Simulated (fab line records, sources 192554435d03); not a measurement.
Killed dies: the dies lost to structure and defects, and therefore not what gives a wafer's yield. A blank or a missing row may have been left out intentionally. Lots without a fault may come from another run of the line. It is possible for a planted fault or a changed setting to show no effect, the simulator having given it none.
Split-lot experiment    flow n5 finfet    39 wafers read across 7 lots, on a route 1938 steps long

## THE SPLIT ITSELF
At N5_MIM_BOT_SPUTTER_00 (material TiN, target thk 35 nm, time 89.7 s), the setting target thk a was moved away from the recipe's 350 angstrom on 18 of the 39 wafers read, by -43.5% to +53.4%. This setting was run at the recipe's value on the other wafers.

The split's own step is where the reading is taken.

## THE READING
TiN_of_MIM_BOT_SPUTTER_00.thk nm (the simulator's own value, which no gauge read), in nm, at N5_MIM_BOT_SPUTTER_00 (material TiN, target thk 35 nm, time 89.7 s). There is no usual value for it anywhere in the file. Here, 21 wafers ran the recipe; their average is 34.8 nm with a standard deviation of 0.28 nm.

wafer   tool, chamber at the split  target thk a as run, angstrom  against the recipe  TiN_of_MIM_BOT_SPUTTER_00.thk nm, nm  against lot-mates on the recipe
L079.2  pvd sputter-02, -           350                            recipe              35.2                                  -
L079.4  pvd sputter-02, -           350                            recipe              35.2                                  -
L079.5  pvd sputter-02, -           350                            recipe              34.6                                  -
L082.1  pvd sputter-01, -           537                            +53.4%              53.4                                  +18.5
L082.4  pvd sputter-01, -           537                            +53.4%              53.4                                  +18.5
L082.2  pvd sputter-01, -           537                            +53.4%              54                                    +19.1
L082.3  pvd sputter-01, -           350                            recipe              35                                    -
L082.5  pvd sputter-01, -           350                            recipe              35                                    -
L082.6  pvd sputter-01, -           350                            recipe              34.6                                  -
L087.1  pvd sputter-03, -           226.4                          -35.3%              22.2                                  -12.8
L087.5  pvd sputter-03, -           226.4                          -35.3%              22.2                                  -12.8
L087.2  pvd sputter-03, -           350                            recipe              34.8                                  -
L087.3  pvd sputter-03, -           350                            recipe              35.2                                  -
L087.4  pvd sputter-03, -           226.4                          -35.3%              22.6                                  -12.4
L087.6  pvd sputter-03, -           350                            recipe              35                                    -
L086.1  pvd sputter-03, -           350                            recipe              35                                    -
L086.6  pvd sputter-03, -           350                            recipe              35                                    -
L086.2  pvd sputter-03, -           469.7                          +34.2%              46.8                                  +11.9
L086.5  pvd sputter-03, -           469.7                          +34.2%              46.8                                  +11.9
L086.3  pvd sputter-03, -           350                            recipe              34.6                                  -
L086.4  pvd sputter-03, -           469.7                          +34.2%              47                                    +12.1
L089.1  pvd sputter-03, -           197.8                          -43.5%              19.4                                  -15.3
L089.2  pvd sputter-03, -           197.8                          -43.5%              19.4                                  -15.3
L089.6  pvd sputter-03, -           197.8                          -43.5%              19.4                                  -15.3
L089.3  pvd sputter-03, -           350                            recipe              34.8                                  -
L089.4  pvd sputter-03, -           350                            recipe              34.6                                  -
L089.5  pvd sputter-03, -           350                            recipe              34.6                                  -
L090.1  pvd sputter-01, -           413.2                          +18.1%              41                                    +6.5
L090.4  pvd sputter-01, -           413.2                          +18.1%              41                                    +6.5
L090.2  pvd sputter-01, -           350                            recipe              34.8                                  -
L090.3  pvd sputter-01, -           350                            recipe              34.4                                  -
L090.5  pvd sputter-01, -           413.2                          +18.1%              40.8                                  +6.3
L090.6  pvd sputter-01, -           350                            recipe              34.2                                  -
L092.1  pvd sputter-03, -           474.3                          +35.5%              47.4                                  +12.5
L092.6  pvd sputter-03, -           474.3                          +35.5%              47.4                                  +12.5
L092.2  pvd sputter-03, -           350                            recipe              34.6                                  -
L092.3  pvd sputter-03, -           474.3                          +35.5%              47.2                                  +12.3
L092.4  pvd sputter-03, -           350                            recipe              35                                    -
L092.5  pvd sputter-03, -           350                            recipe              35.2                                  -

THE FIT
A straight line over all 39 wafers: TiN_of_MIM_BOT_SPUTTER_00.thk nm changes by +0.352 nm for each +1% of target thk a; r = +1.00; the points scatter about the line by 0.25 nm.
The same after taking each lot's own level away (the mean of its wafers on the recipe; 39 wafers): +0.352 nm for each +1%; r = +1.00; scatter 0.21 nm.
According to that fit, moving target thk a by its largest amount changes the reading by 19 nm.
Measured against the standard deviation above, the lots' own levels, which go from 34.47 to 35.00 nm, span 1.9 times it.
The two slopes agree, so the slope changes little with the lot-to-lot level.
Check: for one of the wafers moved furthest among these (+53.4%), held out of the fit, the line's prediction against its lot-mates is +18.8 nm. It came out at +18.5 nm against them.

## ADDITIONAL SPLITS CARRIED BY THESE WAFERS
Before the reading, these wafers also passed through other splits. Each is held against what the fit with the lots' levels taken away leaves over:
other split on the same wafers       wafers away from the commonest value  r with TiN_of_MIM_BOT_SPUTTER_00.thk nm (lot level and that fit taken away)
N5_BEOL_M14_ILD_DEP_00 target thk a  9                                     +0.00

## THE FILE'S OWN FIT
TiN_of_MIM_BOT_SPUTTER_00.thk nm changes by +0.352 nm for each +1% of target thk a, r = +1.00.
